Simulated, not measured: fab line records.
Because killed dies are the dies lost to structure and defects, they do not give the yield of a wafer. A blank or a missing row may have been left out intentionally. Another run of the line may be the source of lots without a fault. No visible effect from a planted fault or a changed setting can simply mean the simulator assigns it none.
Chamber matching + flow nand-harc + NHARC_A_SGD_CUT_ETCHBACK_24 on rie-diel-06 has 4 sister chambers
The step etches the open film in CH3F/O2, target depth 50 nm, time 92.857 s. 7 wafers are shown with their chamber, then 7 later ones without.

EACH WAFER AND ITS CHAMBER
| wafer  | chamber | rf-vpp-V (V) | throttle-valve-pct (%) |
|--------|---------|--------------|------------------------|
| L081.2 | 1       | 247.7        | 20.671                 |
| L082.6 | 2       | 244.4        | 20.663                 |
| L086.2 | 0       | 242.0        | 20.665                 |
| L086.4 | 3       | 246.4        | 20.649                 |
| L086.6 | 2       | 245.4        | 20.678                 |
| L090.1 | 0       | 241.7        | 20.672                 |
| L090.2 | 1       | 246.4        | 20.667                 |

WAFERS WHOSE CHAMBER IS MISSING
| wafer  | rf-vpp-V (V) | throttle-valve-pct (%) |
|--------|--------------|------------------------|
| L090.5 | 243.9        | 20.666                 |
| L094.1 | 244.8        | 20.645                 |
| L094.5 | 245.1        | 20.664                 |
| L094.6 | 242.1        | 20.680                 |
| L096.2 | 246.7        | 20.650                 |
| L096.5 | 245.7        | 20.667                 |
| L096.6 | 241.5        | 20.675                 |

WHICH CHAMBER EACH WENT THROUGH
| wafer  | from the rows above          | in truth |
|--------|------------------------------|----------|
| L090.5 | can't be placed: 2 or 0      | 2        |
| L094.1 | can't be placed: 3 or 2      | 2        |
| L094.5 | can't be placed: 2 or 3 or 1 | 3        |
| L094.6 | 0                            | 0        |
| L096.2 | 3                            | 3        |
| L096.5 | can't be placed: 2 or 1 or 3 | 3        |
| L096.6 | 0                            | 0        |
Correct placement for 3 of the 7. Cannot be placed on the basis of these rows: 4; the candidates contain the true chamber in 4. Number placed wrongly: 0.
How it was worked out, from the rows above alone: a wafer's distance from a chamber is the root of the sum, over the readings, of the square of ((its reading less the chamber's mean) divided by the reading's scatter). If the next closest chamber is less than 2 further off than the closest, the wafer can't be placed; otherwise it belongs to the closest. A chamber's mean is the mean of its shown wafers. How the scatter is found: for the shown wafers, subtract from each reading the mean of its chamber, square and add these, divide the total by (wafers less chambers), then take the root.
